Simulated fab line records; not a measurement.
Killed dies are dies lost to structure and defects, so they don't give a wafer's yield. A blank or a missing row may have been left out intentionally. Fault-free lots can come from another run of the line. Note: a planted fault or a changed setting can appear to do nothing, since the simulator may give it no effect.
Struck lot and sound lot, side by side || flow n5 finfet || 16 out of 1938 route steps
Sound: the wafers L315.1, L315.5, L315.6. Struck: wafer L317.2. (L317.3, L317.4 of the same lot were not struck and are left out.) The cause comes at the end.
Per side, at each step with rows, come the tool, then ch with its chambers, and then its first start. Under that, the readings that differ: sound wafers || struck wafers || difference of the means || sigmas: that difference in standard deviations of wafers without a fault.
alike: a reading whose means differ by less than 2 such deviations, as well as words and numbers matching on both sides. not compared: withheld readings; readings where some wafer has no value; bounds like >300 that might hide an equal value; numbers whose values overlap and for which the record gives no deviation.
A row with sigmas, a row that says differs or no value, or rows on one side alone: a step with any of these is where the two part. When numbers do not overlap yet have no deviation, they are printed without sigmas and do not part them. Lack of a reading on every wafer of one side parts them only where that side has two or more wafers.

first, 3 steps without rows for these wafers: N5_DUMMY_GATE_STRIP_38 (strips in N2/H2); N5_DUMMY_GATE_STRIP_39 (strips in N2/H2); N5_DUMMY_GATE_TRIM_49 (chemistry O2, time 29 s, target cd 14 nm).
N5_DUMMY_GATE_STRIP_40: strips in CF4.
  sound on rie diel-04 ch 0,1,2, day 4 22:06; struck on rie diel-03 ch 3, day 5 12:28
  alike: drypump motor current A, oes product au, rf vpp V, showerhead plenum p Torr, throttle valve pct
  not compared: rf hours counter h
N5_DUMMY_GATE_CD_MEAS_50: the cd target is 14 nm.
  sound: cd sem-02 at day 4 22:09; struck: cd sem-01 at day 5 12:31
  alike: cd nm
N5_DUMMY_GATE_ETCH_31: etches SiO2 in C4F6/O2, target depth 82.5 nm, time 27.5 s.
  sound on rie diel-01 ch 0,3, day 4 22:14; struck on rie diel-01 ch 3, day 5 12:35
  alike: drypump motor current A, oes product au, rf vpp V, showerhead plenum p Torr, throttle valve pct
  not compared: rf hours counter h
then, 1 step without rows for these wafers: N5_DUMMY_GATE_STRIP_41 (strips in O2).
N5_DUMMY_GATE_HM_OPEN_21: chemistry CH3F/O2, target SiNx, target depth 120 nm, time 171.4 s.
  sound on rie diel-01 ch 0,3, day 4 22:19; struck on rie diel-01 ch 3, day 5 12:40
  alike: drypump motor current A, oes product au, rf vpp V, showerhead plenum p Torr, throttle valve pct
  not compared: rf hours counter h
then, 1 step without rows for these wafers: N5_DUMMY_GATE_ETCH_32 (etches SiO2 in CF4, target depth 3.5 nm, time 3.9 s).
N5_DUMMY_GATE_ETCH_23: etches poly-Si in HBr/Cl2/O2, target depth 41 nm, time 22.3 s.
  sound on rie si-03 ch 1,2, day 4 22:31; struck on rie si-03 ch 1, day 5 12:52
  alike: drypump motor current A, oes product au, throttle valve pct
  not compared: rf hours counter h
N5_DUMMY_GATE_ETCH_44: etches poly-Si in HBr/O2, stops on SiO2, target depth 127.5 nm.
  sound on rie si-03 ch 1,2, day 4 22:34; struck on rie si-03 ch 1, day 5 12:55
  alike: drypump motor current A, oes product au, throttle valve pct
  not compared: rf hours counter h
N5_DUMMY_GATE_CD_MEAS_24: the cd target is 15 nm.
  sound: cd sem-03 at day 4 22:41; struck: cd sem-03 at day 5 13:02
  alike: cd nm
N5_DUMMY_GATE_ETCH_42: etches SiO2 in CHF3/O2, target depth 3.5 nm, time 31 s.
  sound on rie diel-01 ch 0,1,3, day 4 22:44; struck on rie diel-01 ch 3, day 5 13:04
{"reading": "model.etch.depth nm (nm)", "sound": "3.458 3.52 3.607", "struck": 3.001, "difference": -0.527, "sigmas": ""}
  alike: drypump motor current A, oes product au, rf vpp V, showerhead plenum p Torr, throttle valve pct
  not compared: rf hours counter h
then, 1 step without rows for these wafers: N5_DUMMY_GATE_STRIP_48 (strips in N2/H2, time 20 s).
-- a jump in the record: the struck wafers' starts before and after are 5 days apart (it breaks off in module DUMMY_GATE and resumes in module BEOL_M4, where the first step shown is number 1111 of the route) --
N5_BEOL_M4_RC_MEAS_101:
  sound on prober-01 ch 0, day 10 01:59; struck on prober-02 ch 0, day 10 04:09
  alike: DIBL_N, DIBL_P, IOFF_N, IOFF_P, ION_N, ION_P, SS_N, SS_P, VT_N, VT_P
following that, these wafers have no rows for 1 step: N5_PASSIVATION_PROBE_49.

## WHERE THEY PART
Nowhere in this record.

WHY: whatever the simulator had introduced
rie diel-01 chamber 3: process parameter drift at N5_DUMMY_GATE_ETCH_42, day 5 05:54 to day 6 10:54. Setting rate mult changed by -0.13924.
